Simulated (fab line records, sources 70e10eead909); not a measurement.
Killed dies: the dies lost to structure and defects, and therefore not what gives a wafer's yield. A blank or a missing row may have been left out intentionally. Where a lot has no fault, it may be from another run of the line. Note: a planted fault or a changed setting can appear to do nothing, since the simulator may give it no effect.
Matching of chambers / flow nand_harc / pecvd-03 running NHARC_A_STAIRCASE_DEP_417: 3 sister chambers
The step deposits Si3N4, target thk 60 nm. 14 wafers are shown with their chamber, then 7 later ones without.

EACH WAFER AND ITS CHAMBER
wafer=L078.2; chamber=1; heater_power_w (W)=837
wafer=L078.5; chamber=2; heater_power_w (W)=689
wafer=L078.6; chamber=1; heater_power_w (W)=807
wafer=L076.2; chamber=1; heater_power_w (W)=811
wafer=L076.5; chamber=1; heater_power_w (W)=836
wafer=L076.6; chamber=2; heater_power_w (W)=764
wafer=L086.1; chamber=2; heater_power_w (W)=738
wafer=L086.2; chamber=1; heater_power_w (W)=789
wafer=L086.6; chamber=2; heater_power_w (W)=701
wafer=L090.1; chamber=1; heater_power_w (W)=726
wafer=L090.4; chamber=2; heater_power_w (W)=679
wafer=L090.6; chamber=0; heater_power_w (W)=672
wafer=L092.1; chamber=2; heater_power_w (W)=757
wafer=L092.2; chamber=1; heater_power_w (W)=736

SIGNATURES (means of the wafers above)
reading=heater_power_w; chamber 0=672.00; chamber 1=791.71; chamber 2=721.33; scatter within a chamber=41.2
Rule: for each reading, subtract the chamber's mean from the wafer's reading, divide by that reading's scatter and square the result; add these up over the readings and take the root, which gives the wafer's distance from the chamber. If the next closest chamber is less than 2 further off than the closest, the wafer can't be placed; otherwise it belongs to the closest. How the scatter is found: for the shown wafers, subtract from each reading the mean of its chamber, square and add these, divide the total by (wafers less chambers), then take the root.

WAFERS WHOSE CHAMBER IS MISSING
wafer=L092.6; heater_power_w (W)=753
wafer=L095.3; heater_power_w (W)=570
wafer=L095.4; heater_power_w (W)=582
wafer=L095.5; heater_power_w (W)=718
wafer=L096.1; heater_power_w (W)=638
wafer=L096.2; heater_power_w (W)=857
wafer=L096.6; heater_power_w (W)=640

CHAMBER TAKEN BY EACH
wafer=L092.6; from the rows above=can't be placed: 2 or 1 or 0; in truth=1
wafer=L095.3; from the rows above=can't be placed: 0 or 2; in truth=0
wafer=L095.4; from the rows above=can't be placed: 0 or 2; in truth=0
wafer=L095.5; from the rows above=can't be placed: 2 or 0 or 1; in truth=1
wafer=L096.1; from the rows above=can't be placed: 0 or 2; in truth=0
wafer=L096.2; from the rows above=can't be placed: 1 or 2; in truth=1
wafer=L096.6; from the rows above=can't be placed: 0 or 2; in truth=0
Correct placement for 0 of the 7. These rows do not allow placing 7 (true chamber among the candidates in 7). Placed wrongly: 0.
